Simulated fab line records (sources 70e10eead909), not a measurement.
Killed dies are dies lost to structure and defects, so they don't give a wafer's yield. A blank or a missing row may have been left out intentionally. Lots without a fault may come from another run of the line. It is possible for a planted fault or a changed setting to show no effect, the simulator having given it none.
8D (eight disciplines) problem report, filled in by code -- flow nandHarc -- the parts of the form that need people (team, actions taken, sign-off) are left out

1. THE ISSUE
killedAtPeriphery at NHARC_END_SORT_01 reads a mean of 623.8 on 6 wafers of 2 lots; wafers without a fault read 3.5 with a standard deviation of 2.5. That is +99 or more standard deviations from the usual mean.
First observed at day 28 12:28: wafer L823.2, on prober-02. At this step, 18 wafers from 6 lots have a number in the record. By rule, "out" or "out of limits" means more than 4 standard deviations away from the usual mean. All remaining wafers that have a number are taken as sound.

2. WHAT IT IS, WHAT IT ISN'T
question,is,is not
which readings at this step,"killedAtPeriphery, defectLimitedYield, killedDies","killedAtOther, killedOpen, killedShort"
which lots,"L823, L824","L812, L815, L816, L820"
which wafers of those lots,all that have a number,-
read on which gauges,prober-02,prober-01
when,from day 28 12:28,up to then (12 sound wafers)

3. SUSPECTS, AND WHAT RULES EACH OUT
Counting: a tool at any process step up to the reading remains a suspect when it ran all the lots that are out and ran no sound lot after the first of those.
- the gauge at NHARC_END_SORT_01: kept. All the wafers that are out were read on prober-02, and no step on other tools shows them out.
- pecvd-02 at NHARC_P_M2_DEP_00 (deposits SiOC, target thk 182.5 nm): kept. Every lot that is out went through it, starting with L823 (day 11 14:38), and after that it ran no sound lot; the last sound lot it ran before then is L815 (day 8 01:47).
Left after counting: pecvd-02 at NHARC_P_M2_DEP_00, prober-02 at NHARC_END_SORT_01.

4. THE CAUSE (what the simulator had put in)
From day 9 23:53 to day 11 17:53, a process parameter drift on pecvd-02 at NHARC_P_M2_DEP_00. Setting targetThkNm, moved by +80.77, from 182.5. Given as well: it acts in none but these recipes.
Counting leaves 2 suspects; this tool is one of them.

5. THE EFFECT CHAIN, in route order
Rows list readings where the struck wafers' mean (over those with a number) sits beyond 3 standard deviations from the usual. Scope: only readings with a usual standard deviation given in the record; hours: median across lots of the time from each lot's start at the first step in this table that gives one to its start at this step; sigmas: change in usual standard deviations.
hours,step,reading,usual,on struck wafers,change,sigmas
0,NHARC_END_SORT_01,defectLimitedYield,90.8 %,0.0,-90.8,-41
0,NHARC_END_SORT_01,killedAtPeriphery,3.5,623.8,+620.3,+99 or more
0,NHARC_END_SORT_01,killedDies,62,677,+615,+41

6. WHAT WOULD HAVE CAUGHT IT SOONER
The first out-of-limits reading at a measuring or inspecting step in this record came at day 28 12:28, 445 hours after the fault's start at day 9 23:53.
By day 28 12:28, every lot that is out (2) had started NHARC_P_M2_DEP_00 on pecvd-02. Holding the tool at that point would not have protected any of them.
